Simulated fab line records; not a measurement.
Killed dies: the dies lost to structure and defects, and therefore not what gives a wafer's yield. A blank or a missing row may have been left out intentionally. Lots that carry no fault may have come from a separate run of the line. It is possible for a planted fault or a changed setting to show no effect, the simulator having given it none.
Which tool is to blame? | flow nand-harc | Sampling: 23 lots, 69 wafers, 3 of 1159 route steps

== WHAT THE GAUGES SHOWED, per wafer ==
NHARC_A_CONTACT_OVL_MEAS_70.
lot  | measured     | on         | overlay-x-nm (nm) | overlay-y-nm (nm)
L075 | day 16 18:46 | overlay-02 | 1.1 0.5 0.5       | 0.2 0.7 0.1
L078 | day 17 02:13 | overlay-02 | -0.5 -0.1 -1.0    | -0.3 -0.7 -0.4
L077 | day 17 03:53 | overlay-02 | 1.2 1.5 1.2       | -0.8 -1.0 -0.6
L074 | day 17 06:20 | overlay-02 | -0.6 -0.3 -0.2    | 0.9 1.0 0.8
L079 | day 17 08:33 | overlay-02 | -1.9 -1.9 -1.8    | -0.9 -0.9 -1.1
L076 | day 17 11:06 | overlay-01 | -2.6 -2.3 -2.0    | 0.8 0.6 0.9
L080 | day 17 18:01 | overlay-02 | -0.1 0.2 0.1      | 1.6 2.2 2.1
L081 | day 18 03:22 | overlay-02 | -0.1 0.3 -0.3     | -0.9 -1.6 -0.7
L082 | day 18 16:44 | overlay-01 | -1.1 -0.6 -0.8    | -0.6 -0.7 -0.7
L083 | day 19 03:40 | overlay-02 | 0.7 0.5 0.5       | 0.7 0.8 0.7
L084 | day 19 09:10 | overlay-02 | 0.3 -0.1 -0.5     | -0.5 -0.2 -0.6
L085 | day 19 08:51 | overlay-01 | 0.1 0.1 0.0       | -0.9 -1.1 -1.1
L086 | day 19 21:37 | overlay-01 | -0.2 -0.3 0.2     | -1.5 -1.3 -1.8
L088 | day 20 00:46 | overlay-01 | 1.3 1.6 1.1       | -0.8 -0.7 -0.9
L090 | day 20 01:10 | overlay-02 | 0.8 1.2 0.5       | 1.3 1.3 1.0
L089 | day 20 02:47 | overlay-01 | -0.6 -1.3 -1.3    | -2.6 -2.3 -1.8
L087 | day 20 09:17 | overlay-01 | 1.5 1.3 1.5       | -0.1 0.5 0.2
L091 | day 20 16:04 | overlay-02 | -0.4 0.1 -0.3     | 0.1 -0.5 -0.5
L092 | day 21 07:40 | overlay-01 | 1.8 1.5 1.8       | 0.3 0.4 0.3
L093 | day 21 08:02 | overlay-02 | 0.9 0.7 1.1       | -0.6 -0.9 -0.8
L096 | day 21 22:07 | overlay-02 | 1.1 0.9 1.5       | 0.2 -0.2 -0.3
L094 | day 22 00:55 | overlay-01 | -0.2 0.0 -0.3     | 0.9 0.5 0.3
L095 | day 22 07:23 | overlay-02 | 0.0 0.1 0.4       | -0.1 0.0 0.3

== WHAT TOOL EACH LOT RAN ON (gives the tool, then ch and the chambers of the sampled wafers, and finally the start) ==
lot  | NHARC_A_CONTACT_ETCH_119             | NHARC_A_CONTACT_ETCH_102
L075 | har-cap-etch-03 ch 0,1, day 16 12:22 | rie-diel-11 ch 1,2,3, day 16 13:49
L078 | har-cap-etch-01 ch 0,1, day 16 19:10 | rie-diel-11 ch 0,2, day 16 20:37
L077 | har-cap-etch-03 ch 0,1, day 16 20:57 | rie-diel-08 ch 1,3, day 16 22:38
L074 | har-cap-etch-01 ch 0,1, day 17 00:35 | rie-diel-08 ch 0,1,2, day 17 02:59
L079 | har-cap-etch-03 ch 0,1, day 17 03:13 | rie-diel-11 ch 0,3, day 17 05:21
L076 | har-cap-etch-03 ch 0,1, day 17 06:21 | rie-diel-10 ch 0,1,2, day 17 07:55
L080 | har-cap-etch-02 ch 0,1, day 17 11:18 | rie-diel-11 ch 2,3, day 17 12:59
L081 | har-cap-etch-01 ch 0,1, day 17 22:00 | rie-diel-08 ch 2,3, day 17 23:32
L082 | har-cap-etch-01 ch 0, day 18 11:50   | rie-diel-11 ch 0,1, day 18 13:19
L083 | har-cap-etch-03 ch 0,1, day 18 22:18 | rie-diel-10 ch 1,2,3, day 18 23:56
L084 | har-cap-etch-02 ch 0,1, day 19 04:01 | rie-diel-08 ch 0,1,2, day 19 05:48
L085 | har-cap-etch-03 ch 0, day 19 04:14   | rie-diel-08 ch 0,3, day 19 05:46
L086 | har-cap-etch-03 ch 0,1, day 19 13:47 | rie-diel-11 ch 0,2,3, day 19 15:20
L088 | har-cap-etch-02 ch 0,1, day 19 15:40 | rie-diel-08 ch 1,2, day 19 17:07
L090 | har-cap-etch-03 ch 0,1, day 19 18:11 | rie-diel-08 ch 0,2,3, day 19 19:40
L089 | har-cap-etch-01 ch 1, day 19 20:53   | rie-diel-10 ch 2,3, day 19 22:22
L087 | har-cap-etch-03 ch 0,1, day 20 03:34 | rie-diel-08 ch 1,2,3, day 20 05:06
L091 | har-cap-etch-03 ch 0,1, day 20 11:17 | rie-diel-08 ch 0,1,3, day 20 12:58
L092 | har-cap-etch-03 ch 0,1, day 21 02:11 | rie-diel-10 ch 0,1,3, day 21 03:46
L093 | har-cap-etch-01 ch 0, day 21 02:39   | rie-diel-11 ch 0,2,3, day 21 04:08
L096 | har-cap-etch-01 ch 0,1, day 21 17:32 | rie-diel-08 ch 0,2, day 21 18:58
L094 | har-cap-etch-02 ch 0,1, day 21 19:41 | rie-diel-08 ch 0,1,3, day 21 21:10
L095 | har-cap-etch-01 ch 0,1, day 22 02:40 | rie-diel-11 ch 0,1,3, day 22 04:08
- NHARC_A_CONTACT_ETCH_119: etches the open film in C4F8/O2/Ar, time 94 s, target depth 922 nm.
- NHARC_A_CONTACT_ETCH_102: etches the open film in CF4/O2, target depth 70 nm, overetch 7 nm, time 38.5 s.

== WHAT THE TOOLS THEMSELVES READ (means of the sampled wafers that have a number; where no wafer has one, the mark that the record gives instead) ==
NHARC_A_CONTACT_ETCH_119.
lot  | tool            | chamber-pressure-mTorr (mTorr)
L075 | har-cap-etch-03 | 20.004
L078 | har-cap-etch-01 | 19.999
L077 | har-cap-etch-03 | 20.003
L074 | har-cap-etch-01 | 19.992
L079 | har-cap-etch-03 | 19.987
L076 | har-cap-etch-03 | 19.994
L080 | har-cap-etch-02 | 19.999
L081 | har-cap-etch-01 | 20.012
L082 | har-cap-etch-01 | 20.003
L083 | har-cap-etch-03 | 19.991
L084 | har-cap-etch-02 | 20.015
L085 | har-cap-etch-03 | 20.004
L086 | har-cap-etch-03 | 19.993
L088 | har-cap-etch-02 | 20.013
L090 | har-cap-etch-03 | 19.977
L089 | har-cap-etch-01 | 20.004
L087 | har-cap-etch-03 | 20.012
L091 | har-cap-etch-03 | 19.985
L092 | har-cap-etch-03 | 19.989
L093 | har-cap-etch-01 | 20.008
L096 | har-cap-etch-01 | 20.007
L094 | har-cap-etch-02 | 20.012
L095 | har-cap-etch-01 | 19.974

NHARC_A_CONTACT_ETCH_102.
lot  | tool        | cf4-flow-sccm (sccm) | chamber-pressure-mTorr (mTorr) | drypump-motor-current-A (A) | mfc-ar-sccm (sccm) | oes-product-au (a.u.) | rf-vpp-V (V) | showerhead-plenum-p-Torr (Torr) | throttle-valve-pct (%)
L075 | rie-diel-11 | 79.85                | 29.972                         | 6.2                         | 0.001              | 1.001                 | 198.2        | 1.34                            | 13.393
L078 | rie-diel-11 | 80.10                | 29.999                         | 6.1                         | 0.009              | 1.010                 | 197.0        | 1.31                            | 13.399
L077 | rie-diel-08 | 80.05                | 30.020                         | 5.9                         | 0.016              | 1.020                 | 198.8        | 1.35                            | 13.400
L074 | rie-diel-08 | 80.09                | 29.997                         | 6.0                         | 0.005              | 1.014                 | 197.5        | 1.32                            | 13.395
L079 | rie-diel-11 | 79.94                | 29.992                         | 6.4                         | 0.011              | 0.996                 | 197.3        | 1.32                            | 13.393
L076 | rie-diel-10 | 79.86                | 30.003                         | 5.4                         | 0.021              | 0.995                 | 197.7        | 1.31                            | 13.399
L080 | rie-diel-11 | 80.14                | 30.014                         | 6.4                         | 0.002              | 1.001                 | 198.2        | 1.35                            | 13.396
L081 | rie-diel-08 | 80.06                | 30.011                         | 5.7                         | 0.008              | 0.993                 | 196.7        | 1.27                            | 13.403
L082 | rie-diel-11 | 80.02                | 30.008                         | 6.1                         | 0.009              | 1.000                 | 198.7        | 1.36                            | 13.397
L083 | rie-diel-10 | 80.03                | 30.021                         | 5.4                         | 0.021              | 1.000                 | 197.8        | 1.32                            | 13.402
L084 | rie-diel-08 | 80.13                | 29.986                         | 6.0                         | 0.005              | 1.007                 | 197.4        | 1.32                            | 13.399
L085 | rie-diel-08 | 80.11                | 30.028                         | 5.6                         | 0.021              | 1.009                 | 197.2        | 1.33                            | 13.400
L086 | rie-diel-11 | 79.97                | 30.016                         | 6.2                         | 0.010              | 1.013                 | 198.8        | 1.37                            | 13.410
L088 | rie-diel-08 | 80.09                | 29.996                         | 6.0                         | 0.000              | 1.002                 | 197.6        | 1.29                            | 13.391
L090 | rie-diel-08 | 79.95                | 29.996                         | 5.7                         | 0.013              | 1.004                 | 195.8        | 1.30                            | 13.401
L089 | rie-diel-10 | 79.84                | 30.027                         | 5.3                         | 0.013              | 0.995                 | 198.6        | 1.35                            | 13.405
L087 | rie-diel-08 | 80.02                | 29.982                         | 5.9                         | 0.008              | 1.013                 | 197.7        | 1.32                            | 13.393
L091 | rie-diel-08 | 79.80                | 30.007                         | 6.0                         | 0.013              | 1.003                 | 197.6        | 1.35                            | 13.397
L092 | rie-diel-10 | 79.90                | 30.034                         | 5.5                         | 0.014              | 0.989                 | 196.8        | 1.30                            | 13.388
L093 | rie-diel-11 | 80.14                | 30.000                         | 6.2                         | 0.010              | 1.000                 | 199.4        | 1.37                            | 13.403
L096 | rie-diel-08 | 80.21                | 30.009                         | 5.8                         | 0.005              | 0.988                 | 196.6        | 1.27                            | 13.391
L094 | rie-diel-08 | 79.91                | 30.000                         | 5.9                         | 0.013              | 1.006                 | 198.0        | 1.35                            | 13.399
L095 | rie-diel-11 | 80.11                | 30.019                         | 6.3                         | 0.010              | 1.002                 | 198.5        | 1.36                            | 13.393

== THE ANSWER, worked out from the rows above alone ==
Rule: the lots themselves supply what counts as usual. The widest of any qualifying gaps counts: lots, ordered by their means at a reading, are off when they make up no more than a third of the lots, leave a main group of 4 or more, and stand apart from it by 3 or more times the standard deviation of that group's means. A main group whose means are all the same, to the digits that the tables above print for the reading, isn't used. Also off: a lot with no number at a reading for which 4 or more lots have one. All remaining lots with rows at the step are treated as sound. The gauges are gone through in route order, then the tools' own readings, and for those a lot's mean is taken as printed above. The first step at which some lot is off is used, and at that step the reading that is off furthest; a lot without a number counts as furthest.
Nothing can be told from this: no lot is off at any reading shown.

== WHAT WAS PUT IN BY THE SIMULATOR ==
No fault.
